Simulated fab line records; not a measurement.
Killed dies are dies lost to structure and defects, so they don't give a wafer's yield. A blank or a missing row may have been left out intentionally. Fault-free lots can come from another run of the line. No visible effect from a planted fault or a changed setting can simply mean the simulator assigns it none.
Lot-split experiment	flow n5_finfet	21 wafers read across 7 lots, on a route 1938 steps long

## THE SPLIT
At N5_WELL_APT_PEB_06 (peb time 90 s), the setting peb_temp_c was moved away from the recipe's 130 C on 5 of the 21 wafers read, by -1.9% to +2.4%. This setting was run at the recipe's value on the other wafers.

## FROM THE SPLIT TO THE READING: what the file shows between them, 2 steps
- N5_WELL_APT_DEVELOP_07: develop time 45 s (also split here: develop_time_s)
- N5_WELL_APT_HARDBAKE_12: time 120 s

## THE READING
cd_nm, in nm, at N5_WELL_APT_CD_MEAS_08 (target cd 200 nm). A value of 200.2 nm with a standard deviation of 1.2 nm is what fault-free wafers of this fab line usually give.

wafer	tool, chamber at the split	peb_temp_c as run, C	against the recipe	cd_nm, nm	against lot-mates on the recipe
L075.1	litho_track-03, 0	130	recipe	199.9	-
L075.3	litho_track-03, 0	130	recipe	198.6	-
L075.4	litho_track-03, 0	130	recipe	200.1	-
L077.1	litho_track-03, 0	127.5	-1.9%	187.8	-12.6
L077.2	litho_track-03, 0	127.5	-1.9%	187.0	-13.4
L077.6	litho_track-03, 0	130	recipe	200.4	-
L083.3	litho_track-05, 0	130	recipe	200.1	-
L083.4	litho_track-05, 0	127.9	-1.6%	189.9	-10.6
L083.6	litho_track-05, 0	130	recipe	200.9	-
L090.1	litho_track-01, 0	130	recipe	198.7	-
L090.4	litho_track-01, 0	130	recipe	200.5	-
L090.5	litho_track-01, 0	130	recipe	199.7	-
L091.1	litho_track-05, 0	130	recipe	199.1	-
L091.4	litho_track-05, 0	133.1	+2.4%	212.5	+13.2
L091.5	litho_track-05, 0	130	recipe	199.6	-
L094.3	litho_track-05, 0	130	recipe	200.6	-
L094.5	litho_track-05, 0	130	recipe	202.5	-
L094.6	litho_track-05, 0	130	recipe	201.1	-
L095.2	litho_track-01, 0	130	recipe	199.7	-
L095.4	litho_track-01, 0	130	recipe	200.3	-
L095.6	litho_track-01, 0	127.6	-1.8%	186.9	-13.1

FIT RESULTS
A straight line over all 21 wafers: cd_nm changes by +6.17 nm for each +1% of peb_temp_c; r = +0.98; the points scatter about the line by 1.1 nm.
The same after taking each lot's own level away (the mean of its wafers on the recipe; 21 wafers): +6.36 nm for each +1%; r = +0.99; scatter 0.79 nm.
The reading moves by 15 nm for the largest change in peb_temp_c, on that fit.
Across the lots, their own levels run from 199.35 to 201.40 nm, a range of 1.7 times the standard deviation given above.
The two slopes agree, so the slope changes little with the lot-to-lot level.
Check: for one of the wafers moved furthest among these (+2.4%), held out of the fit, the line's prediction against its lot-mates is +16.2 nm. Against them it came out at +13.2 nm.

## FURTHER SPLITS ON THESE WAFERS
Note: prior to the reading, these wafers also went through further splits. Each is held against what the fit with the lots' levels taken away leaves over:
other split on the same wafers	wafers away from the commonest value	r with cd_nm (lot level and that fit taken away)
N5_WELL_APT_DEVELOP_07 develop_time_s	6	+0.42

## THE WHOLE CHAIN: every reading that the file lists as answering this split, in the file's order
step	what it does	reading	change (the file's fit)	r (the file's)
N5_WELL_APT_CD_MEAS_08	target cd 200 nm	cd_nm	+6.35 nm for each +1% of the setting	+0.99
N5_WELL_APT_DESCUM_13	chemistry O2, time 7.9 s	WELL_APT.cd_nm (the simulator's own value, which no gauge read)	+6.38 nm for each +1% of the setting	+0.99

## FILE'S OWN FIT
cd_nm changes by +6.35 nm for each +1% of peb_temp_c, r = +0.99.
